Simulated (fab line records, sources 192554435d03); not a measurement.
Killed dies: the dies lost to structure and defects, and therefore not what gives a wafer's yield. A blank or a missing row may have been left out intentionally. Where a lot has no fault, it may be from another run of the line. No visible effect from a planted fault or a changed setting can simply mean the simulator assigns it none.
A single fault, viewed from 3 desks	flow n5-finfet	only its own numbers are on each desk; what lay behind them is given at the end

== FOR THE TOOL OWNER'S DESK: rie-diel-06 ==
The tool's own readings at N5_BEOL_M0_SAQP_DESCUM_45 (chemistry O2, time 7 s): means of the sampled wafers that have a number, for each lot that ran on this tool. A lot is out of limits, marked OUT, if its mean lies more than 4 standard deviations from the usual mean; the brackets give that distance.
Columns: A = chamber-pressure-mTorr at N5_BEOL_M0_SAQP_DESCUM_45, usual 20.001 mTorr; B = drypump-motor-current-A at N5_BEOL_M0_SAQP_DESCUM_45, usual 5.8 A; C = oes-product-au at N5_BEOL_M0_SAQP_DESCUM_45, usual 0.79 a.u.; D = rf-fwd-power-W at N5_BEOL_M0_SAQP_DESCUM_45, usual 49.34 W; E = rf-vpp-V at N5_BEOL_M0_SAQP_DESCUM_45, usual 243.7 V; F = showerhead-plenum-p-Torr at N5_BEOL_M0_SAQP_DESCUM_45, usual 2.11 Torr; G = throttle-valve-pct at N5_BEOL_M0_SAQP_DESCUM_45, usual 20.4 %
lot	first seen here	A	B	C	D	E	F	G
L307	day 7 04:01	19.995	5.6	0.75	49.19	243.7	2.12	20.7
L309	day 7 15:48	19.990	5.6	0.84	49.27	243.1	2.14	20.4
L315	day 9 02:13	20.004	5.6	0.81	49.42	243.3	2.14	20.4
This desk's finding: nothing out of limits on any of the 3 lots.

== THE DEFECT DESK ==
Inspection counts along the route, by lot: the mean over sampled wafers that carry a number. A lot is out of limits, marked OUT, if its mean lies more than 4 standard deviations from the usual mean; the brackets give that distance.
Columns: A = raw-defect-count at N5_BEOL_M0_SAQP_INSPECT_42, usual 298
lot	first seen here	A
L307	day 7 03:40	312
L309	day 7 15:46	385
L314	day 8 23:09	254
L315	day 9 02:10	521
L324	day 11 10:36	268
This desk's finding: nothing out of limits on any of the 5 lots.

== METROLOGY DESK ==
What the gauges read for every lot (on any tool): the sampled wafers with a number, averaged. A lot is out of limits, marked OUT, if its mean lies more than 4 standard deviations from the usual mean; the brackets give that distance. It has 12 readings; the 7 that lie furthest out on some lot are the ones shown.
Columns: A = M0_CUT1_OVL at N5_BEOL_M0_SAQP_OVL_MEAS_41, usual 0.0 nm; B = DIBL_N at N5_BEOL_M4_RC_MEAS_101, usual 36.5 mV/V; C = IOFF_N at N5_BEOL_M4_RC_MEAS_101, usual 0.163 nA/um; D = IOFF_P at N5_BEOL_M4_RC_MEAS_101, usual 0.219 nA/um; E = ION_P at N5_BEOL_M4_RC_MEAS_101, usual 464 uA/um; F = VT_N at N5_BEOL_M4_RC_MEAS_101, usual 249.7 mV; G = VT_P at N5_BEOL_M4_RC_MEAS_101, usual -250 mV
lot	first seen here	A	B	C	D	E	F	G
L307	day 7 03:35	-0.1	37.4	0.178	0.215	465	250.2	-252
L309	day 7 15:41	-0.3	35.6	0.156	0.186	461	250.0	-252
L314	day 8 23:04	0.7	36.2	0.170	0.238	470	245.7	-246
L315	day 9 02:05	1.4	35.9	0.180	0.285	479	245.8	-242
L324	day 11 10:31	0.7	34.0	0.136	0.197	468	251.4	-251
This desk's finding: nothing out of limits on any of the 5 lots.

== TAKEN TOGETHER ==
The tool owner's desk saw nothing out of limits.
The defect desk saw nothing out of limits.
At the metrology desk, nothing out of limits was observed.

== WHAT WAS PUT IN BY THE SIMULATOR ==
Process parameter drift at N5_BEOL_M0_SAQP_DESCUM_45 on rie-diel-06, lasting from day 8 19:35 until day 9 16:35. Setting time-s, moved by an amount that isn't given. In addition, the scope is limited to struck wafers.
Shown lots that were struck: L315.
